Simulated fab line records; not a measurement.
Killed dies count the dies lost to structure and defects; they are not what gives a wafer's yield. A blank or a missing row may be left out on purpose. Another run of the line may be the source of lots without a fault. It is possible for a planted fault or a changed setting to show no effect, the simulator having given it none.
Chamber matching + flow n5Finfet + 3 sister chambers for N5_BEOL_M8_ETCH_65 on rieDiel-02
The step etches SiARC in CF4, target depth 15.6 nm, time 26 s. 14 wafers are shown with their chamber, then 5 later ones without.

== WAFERS PAIRED WITH THEIR CHAMBERS ==
| wafer  | chamber | drypumpMotorCurrentA (A) | showerheadPlenumPTorr (Torr) | etchRfOnTimeS (s) |
|--------|---------|--------------------------|------------------------------|-------------------|
| L080.2 | 0       | 5.6                      | 2.19                         | 25.5              |
| L080.3 | 3       | 5.1                      | 2.21                         | 26.5              |
| L080.6 | 1       | 4.7                      | 2.15                         | 26.1              |
| L081.3 | 3       | 5.1                      | 2.21                         | 26.8              |
| L081.5 | 1       | 4.6                      | 2.15                         | 26.3              |
| L081.6 | 3       | 5.1                      | 2.20                         | 26.6              |
| L085.1 | 3       | 5.1                      | 2.20                         | 26.4              |
| L085.2 | 0       | 5.7                      | 2.19                         | 25.3              |
| L085.3 | 1       | 4.7                      | 2.14                         | 26.1              |
| L087.2 | 3       | 5.1                      | 2.20                         | 26.3              |
| L087.4 | 1       | 4.7                      | 2.14                         | 25.8              |
| L087.5 | 3       | 5.1                      | 2.20                         | 26.4              |
| L088.2 | 0       | 5.7                      | 2.18                         | 25.1              |
| L088.3 | 3       | 5.1                      | 2.20                         | 26.5              |

SIGNATURES, as means of the wafers listed above
| reading               | chamber 0 | chamber 1 | chamber 3 | scatter within a chamber |
|-----------------------|-----------|-----------|-----------|--------------------------|
| drypumpMotorCurrentA  | 5.667     | 4.675     | 5.100     | 0.0359                   |
| showerheadPlenumPTorr | 2.1867    | 2.1450    | 2.2029    | 0.0053                   |
| etchRfOnTimeS         | 25.300    | 26.075    | 26.500    | 0.183                    |
Rule: a wafer lies at a distance from a chamber equal to the root of the sum of squares, over the readings, of (its reading less the chamber's mean, divided by the reading's scatter). The wafer belongs to the nearest chamber; if the next one is less than 2 further off, it can't be placed. The scatter: the root of (the sum of the squares of (reading less its chamber's mean) over the shown wafers, divided by (wafers less chambers)).

== WAFERS WITH NO CHAMBER GIVEN ==
| wafer  | drypumpMotorCurrentA (A) | showerheadPlenumPTorr (Torr) | etchRfOnTimeS (s) |
|--------|--------------------------|------------------------------|-------------------|
| L092.2 | 4.7                      | 2.14                         | 26.1              |
| L092.5 | 4.7                      | 2.14                         | 26.1              |
| L093.1 | 5.1                      | 2.20                         | 26.7              |
| L093.3 | 4.7                      | 2.14                         | 26.2              |
| L093.6 | 5.1                      | 2.20                         | 26.6              |

== THE CHAMBER EACH PASSED THROUGH ==
| wafer  | from the rows above | in truth |
|--------|---------------------|----------|
| L092.2 | 1                   | 1        |
| L092.5 | 1                   | 1        |
| L093.1 | 3                   | 3        |
| L093.3 | 1                   | 1        |
| L093.6 | 3                   | 3        |
Correctly placed: 5 of 5. Not placeable from these rows: 0. Number placed wrongly: 0.
